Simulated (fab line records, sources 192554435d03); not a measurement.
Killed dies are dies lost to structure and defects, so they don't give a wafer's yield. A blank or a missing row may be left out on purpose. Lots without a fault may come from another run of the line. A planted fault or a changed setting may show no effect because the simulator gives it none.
fab line records | flow n5_finfet
record lots=4 wafers=12 last_day=14
route steps=1938 shown SDB@349 DUMMY_REMOVAL@377 HKMG_FIN@385 BEOL_M4@1111 PASSIVATION@1936
lots that met no fault: from a run of the same line without faults
start_h: hours from the record's first day to the start of the lot's first wafer shown | wait_h: hours since the lot's step before | " the same as in the row above | L1.1+2: a row that stands for several wafers | - no value, or no start given | * or withheld: withheld | < > ~ a bound
route shown NAME@n: a module of which the file shows steps, and the number in the route of the first | usual: mean/standard deviation of fault-free wafers | same: alike in all rows | chamber/n: place in a boat | sites: the reading at each site | _std_site: their standard deviation | _edge_site: outer sites' mean less inner sites' | radius_mm: how far each site lies from the wafer's centre | mask NAME#n: copy n | behind: the tool/chamber that last shaped the wafer | hold: why the lot was held/for how many hours/how that ended | device: the transistor (n, p or np) that didn't switch | end of line: the same wafers' tests at the end of the route | a step without rows: its recipe alone | killed: dies lost to structure and defects at the first sort, not the wafer's yield | map: a wafer's dies, x killed, . not, _ none there
set.NAME: the setting as run; set.NAME@STEP: as run at that earlier step | model.NAME: the simulator's own value behind a step, which no gauge read
lots at some steps of the route; a table a step, a row a wafer
services: from which hour (start_h, from the record's first day; less than 0 if before it) a tool's chamber was out of use, for how many hours, and why
## steps
# step N5_SDB_COAT_04
# recipe resist=SiARC temp_c=220 time_s=60 spin_rpm=1500 resist_thk_nm=18
# step N5_SDB_COAT_05
# recipe resist=CAR-ArF spin_rpm=1500 resist_thk_nm=90
# step N5_SDB_EBR_07
# recipe solvent=PGMEA ebr_width_mm=1.5
# step N5_SDB_SOFTBAKE_06
# recipe temp_c=110 time_s=60 resist=CAR-ArF
# step N5_SDB_EXPOSE_08
# recipe mask_id=SDB na=1.35 source_shape=conventional sigma_outer=0.5 polarization=unpolarized dose_mj=49.6
# step N5_SDB_PEB_09
# recipe peb_temp_c=withheld peb_time_s=60 resist=CAR-ArF
# step N5_SDB_DEVELOP_10
# recipe develop_time_s=30 developer=TMAH resist=CAR-ArF rinse_liquid=diw dry=air_spin dev_temp_c=23
# step N5_SDB_DESCUM_16
# recipe chemistry=O2 time_s=7.9 source_power_w=50 bias_power_w=20 pressure_mtorr=20 rf_frequency_hz=2.712e+07 temp_c=40 resist=CAR-ArF o2_flow_sccm=225
# step N5_SDB_ETCH_17
# recipe chemistry=CF4 target=SiARC target_depth_a=234 mask_material=CAR-ArF time_s=39 ion_energy_ev=80 pressure_mtorr=40 source_w=545 bias_w=36 Ar_flow_sccm=100 cf4_flow_sccm=100 ends=cleared
# step N5_SDB_ETCH_18
# recipe chemistry=N2/H2 target=SOC target_depth_a=1000 overetch_a=200 mask_material=SiARC temp_c=40 time_s=150 ion_energy_ev=200 pressure_mtorr=30 source_w=840 bias_w=150 n2_flow_sccm=200 h2_flow_sccm=200
# usual chamber_pressure_mTorr=30.000/0.023 drypump_motor_current_A=5.6/0.4 oes_product_au=0.73/0.071 rf_vpp_V=525.0/2.3 showerhead_plenum_p_Torr=2.59/0.078 throttle_valve_pct=17.8/0.34
# columns lot.wafer tool chamber start_h wait_h chamber_pressure_mTorr drypump_motor_current_A oes_product_au rf_hours_counter_h rf_vpp_V showerhead_plenum_p_Torr throttle_valve_pct model.etch.depth_nm model.SiARC_of_SDB_COAT_04.thk_nm
L485.4 rie_diel-06 1 71.69 0.0 29.943 5.3 0.71 98 522.4 2.47 18.1 100.3 12.6
L485.5 " 3 " " 30.000 6.5 0.66 - 526.8 2.64 18.1 100.3 12.8
L485.6 " 2 " " 30.016 5.0 0.77 - 522.6 2.48 18.0 100.3 12.8
L487.1 rie_diel-06 3 82.56 0.0 30.002 6.5 0.66 173 525.0 2.64 18.1 99.75 12.8
L487.2 " 0 " " 30.015 5.5 0.67 160 524.1 2.54 17.6 99.74 12.8
L487.5 " 2 " " 29.985 5.0 0.76 - 522.9 2.48 18.0 99.64 12.8
L493.1 rie_diel-06 2 121.81 0.0 29.992 5.0 0.75 71 520.9 2.47 18.0 100.9 12.8
L493.2 " 3 " " 30.031 6.5 0.63 187 525.9 2.63 18.1 93.26 13.8
L493.6 " 3 " " 30.003 6.5 0.66 - 525.1 2.63 18.1 100.5 12.8
L494.2 rie_diel-06 1 126.13 0.0 29.929 5.4 0.67 114 520.7 2.46 18.1 95.17 13.8
L494.3 " 2 " " 29.996 5.0 0.74 72 522.5 2.47 18.0 100.4 12.8
L494.4 " 3 " " 29.972 6.5 0.62 189 527.6 2.63 18.1 92.03 13.8
# step N5_SDB_STRIP_19
# recipe chemistry=N2/H2 temp_c=40 n2_flow_sccm=200 h2_flow_sccm=200 rf_frequency_hz=6e+07
# step N5_SDB_STRIP_21
# recipe chemistry=CF4 resist=SiARC power_w=300 bias_power_w=75 pressure_mtorr=50 cf4_flow_sccm=150 rf_frequency_hz=6e+07
# step N5_SDB_HM_OPEN_20
# recipe chemistry=CH3F/O2 target=SiNx mask_material=SOC target_depth_a=240 stop_on=poly-Si over_etch_frac=0.4 ion_energy_ev=120 pressure_mtorr=30 source_w=395 bias_w=73 Ar_flow_sccm=150 CH3F_flow_sccm=30 O2_flow_sccm=20
# step N5_SDB_STRIP_22
# recipe chemistry=N2/H2 power_w=1000 temp_c=250 h2_frac=0.65 overash_fraction=0.3 pressure_mtorr=withheld n2_flow_sccm=1750 h2_flow_sccm=3250
# step N5_SDB_PRECLEAN_23
# recipe chemistry=dHF time_s=30 temp_c=25 dilution=withheld
# step N5_SDB_DUMMY_REMOVE_24
# recipe chemistry=TMAH temp_c=70 target=poly-Si stop_on=SiO2 target_depth_nm=142 conc_wt_pct=5 time_s=57 dry=ipa_marangoni rinse_time_s=30 rinse_temp_c=23
# step N5_SDB_ETCH_25
# recipe chemistry=C4F6/O2 target=SiO2 target_depth_a=100 time_s=3.3 ion_energy_ev=250 mask_material=SiNx pressure_mtorr=30 source_w=345 bias_w=185 Ar_flow_sccm=300 C4F6_flow_sccm=10 O2_flow_sccm=10
# step N5_SDB_CUT_ETCH_26
# recipe chemistry=HBr/Cl2/O2 target=Si target_depth_a=1296 bt_time_s=20 mask_material=SiNx time_s=51.8 ion_energy_ev=* bias_w=* pressure_mtorr=10 icp_w=800 HBr_flow_sccm=150 Cl2_flow_sccm=80 O2_flow_sccm=12
# step N5_SDB_PRECLEAN_38
# recipe chemistry=dHF time_s=10 dilution=750:1 temp_c=25
# step N5_SDB_PRECLEAN_39
# recipe chemistry=O3/DIW time_s=45 temp_c=22 o3_ppm=10
# step N5_SDB_SRD_28
# recipe dry=ipa_marangoni time_s=30 temp_c=23 rinse_liquid=diw
# step N5_SDB_ALD_29
# recipe material=SiNx target_thk_a=300 temp_c=400 ald_precursor_family=SiH2I2 ald_co_reactant=N2/H2-plasma pulse_time_s=1 ald_cycles=600 purge_time_s=2 co_reactant_purge_time_s=2 pressure_torr=2
# step N5_SDB_CMP_30
# recipe stop_on=poly-Si t_overpolish_s=1.54 post_cmp_clean=alkaline_brush down_force_psi=4.1491 platen_rpm=51.796 pad_velocity_m_s=1.0306 target_thk_nm=30
# step N5_DUMMY_REMOVAL_HM_STRIP_01
# recipe chemistry=CH3F/O2 material=SiNx target_depth_a=40 stop_on=poly-Si time_s=6.8 over_etch_frac=0.3 ion_energy_ev=60 power_w=410 bias_w=29 Ar_flow_sccm=150 CH3F_flow_sccm=30 O2_flow_sccm=20
# step N5_DUMMY_REMOVAL_STRIP_10
# recipe chemistry=N2/H2 time_s=40 power_w=100 temp_c=40 pressure_mtorr=100 rf_frequency_hz=6e+07 bias_power_w=3 n2_flow_sccm=300 h2_flow_sccm=300
# step N5_DUMMY_REMOVAL_PRECLEAN_07
# recipe chemistry=dHF time_s=30 temp_c=25 dilution=withheld
# step N5_DUMMY_REMOVAL_DUMMY_REMOVE_02
# recipe chemistry=TMAH temp_c=70 target=poly-Si stop_on=SiO2 target_depth_nm=142 conc_wt_pct=5 time_s=57 dry=ipa_marangoni rinse_time_s=30 rinse_temp_c=23
# step N5_DUMMY_REMOVAL_PRECLEAN_08
# recipe chemistry=NF3:NH3 afs_cycles=2 temp_c=30 time_s=20 sublimation_temp_c=180 sublimation_time_s=60 pressure_torr=3 rf_power_w=30
# step N5_DUMMY_REMOVAL_PRECLEAN_04
# recipe chemistry=DHF time_s=37 temp_c=25 dilution=500:1
# step N5_DUMMY_REMOVAL_SRD_05
# recipe dry=ipa_marangoni do_ppb=5 time_s=30 temp_c=23 rinse_liquid=diw
# step N5_HKMG_FIN_IL_REGROW_00
# recipe material=SiO2 target_thk_a=7.5 chemistry=O3 temp_c=withheld time_s=30
# step N5_HKMG_FIN_HK_ALD_01
# recipe material=HfO2 target_thk_a=16 temp_c=withheld ald_precursor_family=HfCl4 ald_co_reactant=H2O pulse_time_s=3 purge_time_s=3 co_reactant_purge_time_s=2.5 co_reactant_pulse_time_s=0.3 ald_cycles=30
# step N5_HKMG_FIN_HK_ANNEAL_02
# recipe temp_c=700 time_s=30 ambient=N2 idle_temp_c=600 ramp_up_c_per_s=150 ramp_down_c_per_s=60 cool_to_c=600
# step N5_HKMG_FIN_ALD_74
# recipe material=La2O3 target_thk_a=5 temp_c=250 ald_precursor_family=La-Cp ald_co_reactant=O3 pulse_time_s=6 co_reactant_pulse_time_s=1 purge_time_s=3 co_reactant_purge_time_s=3
# step N5_HKMG_FIN_ALD_75
# recipe material=Al2O3 target_thk_a=10 temp_c=150 ald_precursor_family=TMA ald_co_reactant=H2O pulse_time_s=withheld co_reactant_pulse_time_s=1
# step N5_HKMG_FIN_COAT_41
# recipe resist=SOC temp_c=250 time_s=60 spin_rpm=1500 resist_thk_nm=300
# step N5_BEOL_M4_RC_MEAS_101
# usual DIBL_N=36.4/1.4 DIBL_P=36.3/1.8 IOFF_N=0.163/0.024 IOFF_P=0.21/0.034 ION_N=673/11 ION_P=461/7.4 SS_N=71.6/0.52 SS_P=73.3/0.58 VT_N=249.4/2.5 VT_P=-250/3.5
# columns lot.wafer tool chamber start_h wait_h DIBL_N[mV/V] DIBL_P[mV/V] IOFF_N[nA/um] IOFF_P[nA/um] ION_N[uA/um] ION_P[uA/um] SS_N[mV/dec] SS_P[mV/dec] VT_N[mV] VT_P[mV]
L485.4 prober-02 0 171.12 0.5 39.4 40.4 0.228 0.27 679 461 72.8 74.5 245.1 -249
L485.5 " 0 " " 36.9 37.2 0.180 0.23 667 455 71.5 72.9 249.7 -249
L485.6 " 0 " " 35.9 36.5 0.157 0.20 679 468 71.0 72.3 248.3 -250
L487.1 prober-02 0 185.89 0.0 35.0 34.8 0.139 0.17 670 451 70.5 72.4 250.9 -254
L487.2 " 0 " " 37.5 38.6 0.190 0.22 685 464 71.5 73.7 244.7 -250
L487.5 " 0 " " 37.7 38.4 0.194 0.22 670 456 72.1 73.8 245.4 -251
L494.2 prober-02 0 218.75 0.2 36.6 36.8 0.184 0.21 695 472 71.4 73.4 244.8 -251
L494.3 " 0 " " 36.4 36.9 0.178 0.22 694 471 71.0 73.2 248.3 -251
L493.1 prober-01 0 224.94 0.0 35.1 35.1 0.141 0.18 661 451 71.4 73.3 252.1 -255
L493.6 " 0 " " 35.3 35.9 0.148 0.19 669 454 71.3 73.2 251.1 -252
# step N5_PASSIVATION_PROBE_49
# usual defect_limited_yield=91.4/1.6 killed_at_M0_to_M3=34/12 killed_at_M4_up=13/5.2 killed_at_contacts=11/5.5 killed_at_front_end=40/13 killed_at_other=3.4/2.7 killed_dies=102/19 killed_on_rim=13/4.3 killed_open=66/15 killed_short=33/7.9 sort_bin_5_function=5.1/1.1 sort_bin_6_memory=3.2/0.7 sort_n_pass=1078/19 sort_yield_pct=91.4/1.6
# same gross_dies=1180 killed_at_back_side=0 sort_bin_4_leakage[%]=0 sort_bin_8_speed[%]=0
# columns lot.wafer tool chamber start_h wait_h defect_limited_yield[%] killed_at_M0_to_M3 killed_at_M4_up killed_at_contacts killed_at_front_end killed_at_other killed_dies killed_on_rim killed_open killed_short sort_bin_5_function[%] sort_bin_6_memory[%] sort_n_pass sort_yield_pct[%]
L494.2 prober-02 - 321.72 0.1 43.9 33 7 8 611 3 662 108 72 24 53.3 2.7 518 43.9
L494.3 prober-02 - 321.77 0.1 90.8 29 19 20 36 4 108 16 70 37 4.8 3.8 1072 90.8
L494.4 prober-02 - 321.82 0.2 8.1 32 6 9 1030 7 1084 103 70 28 88.3 3.0 96 8.1
L493.1 prober-02 - 328.00 0.0 91.3 43 9 6 44 1 103 13 73 29 4.8 3.5 1077 91.3
L493.2 prober-02 - 328.05 0.1 14.7 26 5 9 967 0 1007 107 51 29 82.6 2.5 173 14.7
L493.6 prober-02 - 328.25 0.3 92.9 36 11 13 22 2 84 13 53 31 4.2 2.5 1096 92.9
# killed by level:class
L494.2 SDB:area_etch=565 STI_FIN_REVEAL:geometric_particle:open=12 FIN_SAQP:geometric_particle:open=9 BEOL_M0_SAQP:geometric_particle:open=8 BEOL_M2:geometric_particle:open=8 MOL_CONTACT_COAG:geometric_particle:open=7 BEOL_M0:geometric_particle:open=5 FIN_SAQP:geometric_particle:short=4
L494.3 MOL_CONTACT_COAG:geometric_particle:open=17 BEOL_M0_SAQP:geometric_particle:short=12 BEOL_M0_SAQP:geometric_particle:open=10 BEOL_M4:geometric_particle:open=8 FIN_SAQP:geometric_particle:open=7 STI_FIN_REVEAL:geometric_particle:open=6 ILD0:geometric_particle:open=5 FIN_SAQP:geometric_particle:short=4
L494.4 SDB:area_etch=985 STI_FIN_REVEAL:geometric_particle:open=20 BEOL_M0_SAQP:geometric_particle:open=9 MOL_CONTACT_COAG:geometric_particle:open=8 BEOL_M0_SAQP:geometric_particle:short=8 BEOL_M2:geometric_particle:open=7 STARTING-WAFER:geometric_particle:open=6 FIN_SAQP:geometric_particle:short=5
L493.1 FIN_SAQP:geometric_particle:short=15 BEOL_M2:geometric_particle:open=12 STI_FIN_REVEAL:geometric_particle:open=10 BEOL_M1:geometric_particle:open=9 BEOL_M3:geometric_particle:open=8 GATE_CUT:geometric_particle:open=6 MOL_CONTACT_COAG:geometric_particle:open=6 BEOL_M0_SAQP:geometric_particle:short=6
L493.2 SDB:area_etch=926 FIN_SAQP:geometric_particle:open=12 STI_FIN_REVEAL:geometric_particle:open=10 BEOL_M1:geometric_particle:open=9 FIN_SAQP:geometric_particle:short=8 MOL_CONTACT_COAG:geometric_particle:open=6 MOL_CONTACT_COAG:geometric_particle:short=3 BEOL_M0_SAQP:geometric_particle:short=3
L493.6 BEOL_M0_SAQP:geometric_particle:open=9 MOL_CONTACT_COAG:geometric_particle:open=8 BEOL_M0_SAQP:geometric_particle:short=8 FIN_SAQP:geometric_particle:open=6 STI_FIN_REVEAL:geometric_particle:open=5 MOL_CONTACT_COAG:geometric_particle:short=5 BEOL_M2:geometric_particle:open=5 BEOL_M4:geometric_particle:open=5
# map L493.2 (x killed, . not)
_________________..xx....xx..________________
______________..x.xx.xxxxxx.x.xx_____________
___________.....x.xxxx.xxx....xxxxx__________
__________x.x...xx..xxxxxxxxxxxxxx.x_________
________...x.x.x.xxx.xxxxx.xx......x.x_______
_______x......x.xxxxxxx.xxxxxx.xx.x.xxx______
______x.....x..xxxxxxxxxxxxxxxx.x..xx..._____
_____.xxx..xxx.xxxx.xxxxxxxxx..xx..x..x..____
____..xxxxxx..x..xxxxxxxxxxxxx.x.x.xx.x.xx___
___xx....x.xxxxxxxxxxxxxxxxxxxxx.x.x.xxxxxx__
___xx..x.xxx.xxxxxxxxxxxxxxxx..xxx.x.xxxxxx__
__xxx.xx.xxxxxxxxxxxxxxxxxxxxx.xxx.x.xx.xxxx_
__xxxxxxxxxxxxxxxxxxxxxxxxxx.xxxxxx.xxxxxxxx_
_xxx.xxxxxxxxxxxxxxxxxxxxxxx.xxxxxxxx.xxxxx.x
_x..xxxx.xxxxxxxxxxxxxxxxxxxxxxxxxxxxxxxxxxxx
_.xx.xxxx.xxxxxxxxxxxxxxxxxxxxxxxxxxxxxxxxxxx
_xx.xx.xxxxxxxxxxxxxxxxxxxxxxxxxxxxxxxxxxxxxx
_xxxxxxxxxxxxxxxxxx.xxxxxxxx.xxxxxxxxxxxxxxxx
_xxxxxx.xx..xxxxxxxxxxxxxxxxxxxxxxxxxxxxxxxxx
_xxxxxxxxxxxx.xxxxxxxxxxxxxxxxxx.xxxxxxxxxxxx
_xx.xxxxxxxxxxxxx.xxxxxxxxxxx.x.xxxxxxxxxxxxx
__xxxxxxxxxxxxxxxxxxxxxxxxxx.xx.xxxxxxxxxxxx_
__xxxxxxxxxxxxxxxxxx.xxxxxxxxxxxxxxxxxxxxxxx_
___xxxxxxxxxxxxxxx.xxxxxxxxxxxxxxxxxxxxxxx.__
___xxxxxxxxxxxxxxxxxxxxxxxxxxxxxxxxxxx.xxxx__
____xxxxxxxxxxxxxxxxxxxxxxxxxxxxxxxxxxxx.x___
_____..xxxxxxxxxxx.xxxxxxxxxxxxxx.x.xx...____
______xxxxxxxxxxxxxxxxxxxxxxxxxxxxxx..x._____
_______.xxxxxxxx.xxxxxxxxxxxxxxxxxx.x.x______
________xxxxxxxxxxxxxx.xxxxxxxxxxxx.xx_______
__________xxxxxxxxxxx.xxxxxxxxxxxxxx_________
___________xxxxxxxxxxxxxxxxxxxxxxxx__________
______________xxxxxx..xxx..xxxxx_____________
_________________xxx.xxxxx.xx________________
# map L494.4 (x killed, . not)
_________________x..xxxx.xxx.________________
______________xx.xxxxxx.xxxxxxx._____________
___________...x.xxxxxxxxxxxxx......__________
__________.xxx.....xxxxxxxxxxxx.x..._________
________.x..xx.xxxxxxxxxxxxxx.x.xxx..._______
_______.x...x.x.xxxxxxxxxxxxxxxx..x.x..______
______x.xx..xx.xxxxxxxxxxxxxxxxxxxxxxxx._____
_____.xx..xx.xxxxxxxxxxxxxxxxxxxxx..xx.xx____
____xx.xxx.xx.xxxxxxxxxxxxxxxxxxxxxxxxxxx.___
___xxxxxxxxxxxxxxxxxxxxxxxxxxxxxxxxxxxxxxxx__
___xxxxxxxxxxxxxxxxxxxxxxxxxxxxxxxxxxxxxxxx__
__xxxxxxxxxxxxxxxxxxxxxxxxxxxxxxxxxxxxxxxxx._
__xxxxxxxxxxxxxxxxxxxxxxxxxxxxxxxxxxxxxxxx.._
_xxxxxxxxxxxxxxxxxxxxxxxxxxxxxxxxxxxxxxxxxxxx
_xxxxxxxxx.xxxxxxxxxxxxxxxxxxxxxxxxxxxxxxx.xx
_xxxxxxxxxxxxxxxxxxxxxxxxxxxxxxxxxxxxxxxxxxxx
_xxxxxxxxxxxxxxxxxxxxxxxxxxxxxxxxxxxxxxxxx.xx
_xxxxxxxxxxxxxxxxxxxxxxxxxxxxxxxxxxxxxxxxxxxx
_xxxxxxxxxxxxxxxxxxxxxxxxxxxxxxxxxxxxxxxxxxxx
_xxxxxxxxxxxxxxxxxxxxxxxxxxxxxxxxxxxxxxxxxxxx
_.xxxxxxxxxxxxxxxxxxxxxxxxxxxxxxxxxxxxxxx....
__xxxxxxxxxxxxxxxxxxxxxxxxxxxxxxxxxxxxxxxxx._
__x.xxxxxxxxxxxxxxxxxxxxxxxxxxxxxxxxxxxx...x_
___xxxxxxxxxxxxxxxxxxxxxxxxx.xxxxxxxxxxx.x.__
___.xxxxxxxxxxxxxxxxxxxxxxxxxxxxxxxxxxxxx.x__
____xxxxxxxxxxxxxxxxxxxxxxxxxxxxxxxxxxxxx.___
_____xxxxxxxxxxxxxxxxxxxxxxxxxxxxxxxxx.x.____
______x.xxxxxxxxxxxxxxxxxxxxxxxxxxxxxx.._____
_______xxxxxxxxxxxxxxxxxxxxxxxxxxxxxxxx______
________xxxxxxxxxxxxxxxxxxxxxxx.xxxx.._______
__________xxxxxxxxxxxxxxxxxxxxxxxxx._________
___________xxxxxxxxxxxxxxxxxxxxxxxx__________
______________xx.xxxxxxxxxxxxxx._____________
_________________xxxxxxxxxxxx________________
## services
# columns tool chamber start_h hours kind
rie_diel-06 1 51.39 1.4 repair
## key
first_sign step=N5_PASSIVATION_PROBE_49 reading=killed_at_front_end direction=up sigmas=66 usual=40 struck=869
effect step=N5_PASSIVATION_PROBE_49 reading=sort_bin_5_function direction=up sigmas=63 usual=5.1 struck=74.7
model_effect step=N5_SDB_ETCH_18 value=etch.depth_nm without=100.3 struck=93.49
more_kills_born_at N5_SDB_ETCH_18@rie_diel-06=2476
met_at N5_SDB_ETCH_18
struck_wafers L493.2,L494.2,L494.4
later_rows_left_out L493.2,L494.4
onset_between 82.56 121.81
fault kind=process_parameter_drift tool=rie_diel-06 chamber=- onset_h=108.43 steps=N5_SDB_ETCH_18 channel=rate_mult offset=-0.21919 shape=step end_h=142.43 scope=struck_wafers_only
# later_rows_left_out: the simulator's readings of these wafers behind a module that went badly wrong aren't trusted and aren't shown, but for the sort
